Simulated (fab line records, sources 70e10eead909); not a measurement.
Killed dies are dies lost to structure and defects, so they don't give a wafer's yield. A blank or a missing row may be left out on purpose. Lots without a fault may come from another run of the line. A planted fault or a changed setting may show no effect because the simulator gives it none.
Chamber matching | flow nand_harc | NHARC_A_STAIRCASE_TRIM_12 on rie_diel-12: 4 sister chambers
The step chemistry O2, time 211.2 s. 8 wafers are shown with their chamber, then 10 later ones without.

WAFERS WITH THEIR CHAMBER
wafer  | chamber | showerhead_plenum_p_Torr (Torr) | drypump_motor_current_A (A)
L080.5 | 3       | 3.80                            | 5.4
L081.6 | 2       | 3.30                            | 4.8
L083.2 | 0       | 3.79                            | 5.6
L083.3 | 3       | 3.79                            | 5.4
L082.4 | 1       | 3.69                            | 5.2
L082.6 | 0       | 3.79                            | 5.5
L084.1 | 2       | 3.29                            | 4.8
L084.5 | 1       | 3.69                            | 5.2

WAFERS WITHOUT THEIR CHAMBER
wafer  | showerhead_plenum_p_Torr (Torr) | drypump_motor_current_A (A)
L084.6 | 3.29                            | 4.9
L089.2 | 3.78                            | 5.4
L089.3 | 3.29                            | 4.8
L089.5 | 3.78                            | 5.4
L089.1 | 3.69                            | 5.2
L089.4 | 3.78                            | 5.5
L089.6 | 3.29                            | 4.9
L095.3 | 3.68                            | 5.2
L095.5 | 3.78                            | 5.6
L095.6 | 3.78                            | 5.4

WHICH CHAMBER EACH WENT THROUGH
wafer  | from the rows above     | in truth
L084.6 | 2                       | 2
L089.2 | can't be placed: 3 or 0 | 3
L089.3 | 2                       | 2
L089.5 | can't be placed: 3 or 0 | 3
L089.1 | 1                       | 1
L089.4 | can't be placed: 0 or 3 | 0
L089.6 | 2                       | 2
L095.3 | 1                       | 1
L095.5 | 0                       | 0
L095.6 | can't be placed: 3 or 0 | 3
Placed correctly: 6 of 10. Can't be placed from these rows: 4 (the true chamber is among the candidates in 4). Placed wrongly: 0.
How it was worked out, from the rows above alone: a wafer's distance from a chamber is the root of the sum, over the readings, of the square of ((its reading less the chamber's mean) divided by the reading's scatter). The wafer belongs to the nearest chamber; if the next one is less than 2 further off, it can't be placed. A chamber's mean is the mean of its shown wafers. The scatter: the root of (the sum of the squares of (reading less its chamber's mean) over the shown wafers, divided by (wafers less chambers)).
